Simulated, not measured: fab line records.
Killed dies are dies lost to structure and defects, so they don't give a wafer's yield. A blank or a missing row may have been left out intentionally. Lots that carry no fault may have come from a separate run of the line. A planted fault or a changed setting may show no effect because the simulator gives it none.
A struck lot beside a sound one    flow n5Finfet    42 steps out of a route of 1938
Sound: wafers L648.2, L648.4, L648.6. Struck: wafers L652.2, L652.4, L652.6. At the end, the cause is stated.
For every step that has rows: the tool of each side, followed by ch and its chambers, followed by its first start. Under that, the readings that differ: sound wafers    struck wafers    difference of the means    sigmas: that difference in standard deviations of wafers without a fault.
alike: readings whose means differ by less than 2 such deviations, and words and numbers that are the same on both sides. not compared: withheld readings, readings that some wafer has no value for, bounds like >300 that may hide the same value, and numbers for which the record gives no deviation and whose values overlap.
Wherever a step has rows on one side only, a row that says differs or no value, or a row with sigmas, the two part there. When numbers do not overlap yet have no deviation, they are printed without sigmas and do not part them. A reading that every wafer of one side lacks parts them only if that side has two wafers or more.

first, 11 steps without rows for these wafers: N5_BEOL_M3_ALD_98 (deposits SiO2, target thk 2.5 nm, pulse time 1 s, co reactant pulse time 1 s); N5_BEOL_M3_ETCHBACK_99 (etches SiO2 in CHF3, target depth 5 nm, time 10.4 s); N5_BEOL_M3_ETCH_70 (etches SOC in N2/H2, target depth 80 nm, overetch 16 nm, time 120 s); N5_BEOL_M3_STRIP_71 (strips in N2/H2); N5_BEOL_M3_STRIP_78 (strips in N2/H2); N5_BEOL_M3_VIA_ETCH_34 (etches the open film in C4F6/O2, target depth 69.4 nm, time 65.9 s); N5_BEOL_M3_STRIP_83 (strips in C4F6/O2); N5_BEOL_M3_STRIP_36 (strips in N2/H2); N5_BEOL_M3_TRENCH_ETCH_37 (etches SiOC in C4F6/O2, target depth 55.555 nm, time 29.2 s); N5_BEOL_M3_ETCH_41 (etches SiCN in CH3F/O2, target depth 29.9 nm, time 52.5 s); N5_BEOL_M3_STRIP_97 (strips in N2/H2, time 10 s).
N5_BEOL_M3_HM_STRIP_39: strips TiN in peroxide tin strip, target depth 25 nm, time 158 s.
  sound on wetBench-01 ch 1,3,5, day 12 00:10; struck on wetBench-01 ch 5,6,7, day 12 12:58
  no value came back on the struck wafers for bathGuardTempC (C), bathHeatDutyPct (%); on the sound wafers bathGuardTempC (C) reads 50.5 50.1 50.3
reading                                    sound  struck        difference  sigmas
model.TiN_of_BEOL_M3_HM_DEP_02.thkNm (nm)  0 0 0  17.6 17 17.6  +17.4       
then, 1 step without rows for these wafers: N5_BEOL_M3_SRD_40 (time 30 s).
N5_BEOL_M3_PRECLEAN_42: cleans in residue remover, time 60 s.
  sound on wetBench-01 ch 1,3,5, day 12 00:14; struck on wetBench-01 ch 5,6,7, day 12 13:02
reading                                    sound  struck     difference  sigmas
model.TiN_of_BEOL_M3_HM_DEP_02.thkNm (nm)  0 0 0  6.6 6 6.6  +6.4        
then, 25 steps without rows for these wafers: N5_BEOL_M3_SRD_43 (time 30 s); N5_BEOL_M3_DEGAS_44 (time 60 s); N5_BEOL_M3_PRE_CLEAN_45 (time 30 s); N5_BEOL_M3_ALD_84 (deposits TaN, pulse time 2 s, purge time 3 s, co reactant purge time 2 s); N5_BEOL_M3_SURFACE_TREAT_85; N5_BEOL_M3_CVD_47 (deposits Co from CCTBA/H2, target thk 3 nm, time 223.8 s); N5_BEOL_M3_SPUTTER_48 (material Cu, target thk 4.5 nm, time 8.29 s); N5_BEOL_M3_ANNEAL_49 (time 240 s); N5_BEOL_M3_SPUTTER_79 (material Cu, target thk 4.5 nm, time 8.29 s); N5_BEOL_M3_ANNEAL_80 (time 240 s); N5_BEOL_M3_SPUTTER_81 (material Cu, target thk 4.5 nm, time 8.29 s); N5_BEOL_M3_ANNEAL_82 (time 240 s); N5_BEOL_M3_SPUTTER_86 (material Cu, target thk 4.5 nm, time 8.29 s); N5_BEOL_M3_ANNEAL_87 (time 240 s); N5_BEOL_M3_SPUTTER_88 (material Cu, target thk 4.5 nm, time 8.29 s); N5_BEOL_M3_ANNEAL_89 (time 240 s); N5_BEOL_M3_SPUTTER_90 (material Cu, target thk 4.5 nm, time 8.29 s); N5_BEOL_M3_ANNEAL_91 (time 240 s); N5_BEOL_M3_SPUTTER_92 (material Cu, target thk 4.5 nm, time 8.29 s); N5_BEOL_M3_ANNEAL_93 (time 240 s); N5_BEOL_M3_SPUTTER_94 (material Cu, target thk 4.5 nm, time 8.29 s); N5_BEOL_M3_ANNEAL_95 (time 240 s); N5_BEOL_M3_SPUTTER_96 (material Cu, target thk 4.5 nm, time 8.29 s); N5_BEOL_M3_ECD_50 (material Cu, target thk 300 nm); N5_BEOL_M3_ANNEAL_51 (time 90 s).
N5_BEOL_M3_CMP_52: polishes, stops on SiOC, t overpolish 6.8 s, target thk 40 nm.
  sound on cmp-04 ch 2,3, day 12 04:39; struck on cmp-04 ch 0,2,3, day 12 16:20
reading                    sound           struck          difference  sigmas
barrierFieldEndpointS (s)  23.8 24.6 24.3  33.0 32.7 34.6  +9.2        +16
  alike: motorCurrentA
N5_BEOL_M4_RC_MEAS_101:
  sound on prober-02 ch 0, day 12 17:11; struck on prober-01 ch 0, day 13 14:06
  alike: DIBL_N, DIBL_P, IOFF_N, IOFF_P, ION_N, ION_P, SS_N, SS_P, VT_N, VT_P
-- a jump in the record: the struck wafers' starts before and after are 5 days apart (it breaks off in module BEOL_M4 and resumes in module PASSIVATION, where the first step shown is number 1936 of the route) --
N5_PASSIVATION_PROBE_49:
  rows exist in the record for the struck wafers here (prober-02, day 18 06:31), but not for the sound ones

## WHERE THEY PART
Last at N5_PASSIVATION_PROBE_49 as far as this record goes, first at N5_BEOL_M3_HM_STRIP_39.

WHY: what the simulator had put in
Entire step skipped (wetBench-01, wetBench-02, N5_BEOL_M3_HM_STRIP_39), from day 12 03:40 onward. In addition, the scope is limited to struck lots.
